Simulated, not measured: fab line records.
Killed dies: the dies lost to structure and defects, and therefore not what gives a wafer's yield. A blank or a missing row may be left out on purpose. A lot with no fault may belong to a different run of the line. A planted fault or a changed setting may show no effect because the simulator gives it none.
8D (eight disciplines) problem report, filled in by code ; flow nand harc ; the parts of the form that need people (team, actions taken, sign-off) are left out

## 1. WHAT WENT WRONG
At NHARC_A_ONON_D2_THK_MEAS_34, thk nm averages 228 nm over 6 wafers from 2 lots, while fault-free wafers read 200 nm, standard deviation 3.5. Relative to the usual mean, that is a shift of +8.1 standard deviations.
The step: measures by ellipsometry.
First observed at day 17 14:17: wafer L143.1, on film metro-01. The record has a number at this step for 39 wafers belonging to 13 lots. Rule for "out" (also "out of limits"): further than 4 standard deviations from the usual mean. The other wafers with a number count as sound.

## 2. WHAT IT IS, AND WHAT IT ISN'T
question;is;is not
which readings at this step;thk nm;-
which lots;L143, L145;L133, L134, L135, L136, L138, L148, L149, L153, L154, L155, L156
which wafers of those lots;all that have a number;-
read on which gauges;film metro-01;film metro-02
when;from day 17 14:17;"up to then (15 sound wafers); but 18 sound wafers of L148, L149, L153, L154, L155, L156 came after"

## 3. THE SUSPECTS, EACH WITH WHAT RULES IT OUT
Counting: a tool at any process step up to the reading remains a suspect when it ran all the lots that are out and ran no sound lot after the first of those.
- the gauge at NHARC_A_ONON_D2_THK_MEAS_34: kept. All the wafers that are out were read on film metro-01, and no step on other tools shows them out.
- pecvd-01 at NHARC_A_ONON_D2_DEP_33 (deposits SiO2, target thk 200 nm): kept. Every lot that is out went through it, starting with L143 (day 17 13:52), and after that it ran no sound lot; the last sound lot it ran before then is L138 (day 15 08:28).
After counting, pecvd-01 at NHARC_A_ONON_D2_DEP_33 and film metro-01 at NHARC_A_ONON_D2_THK_MEAS_34 remain.

## 4. THE CAUSE (what the simulator had put in)
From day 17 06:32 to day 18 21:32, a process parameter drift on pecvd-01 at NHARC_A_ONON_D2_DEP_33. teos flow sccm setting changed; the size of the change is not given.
After counting, 2 suspects remain, this tool included.

## 5. THE CHAIN OF EFFECTS, in route order
Each row: a reading whose mean over the struck wafers that have a number lies more than 3 standard deviations from the usual. Scope: only readings with a usual standard deviation given in the record; hours: median across lots of the time from each lot's start at the first step in this table that gives one to its start at this step; sigmas: change in usual standard deviations.
hours;step;reading;usual;on struck wafers;change;sigmas
0;NHARC_A_ONON_D2_THK_MEAS_34;thk nm;200 nm;228;+28;+8.1
At these later measuring or inspecting steps, every struck wafer for which the step has a row has a number for every such reading, and none has moved that far: NHARC_A_ONON_D2_INSPECT_32, NHARC_END_SORT_01.

## 6. WHAT WOULD HAVE CAUGHT IT SOONER
The first out-of-limits reading at a measuring or inspecting step in this record came at day 17 14:17, 8 hours after the fault's start at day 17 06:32.
Of the tool readings at NHARC_A_ONON_D2_DEP_33 for which the record gives a usual standard deviation, none was out on any struck wafer, so an alarm limit of 4 standard deviations on them would not have fired.
L145, from the lots that are out (2), started NHARC_A_ONON_D2_DEP_33 on pecvd-01 later than day 17 14:17. It would have been spared by a hold on the tool at that moment.
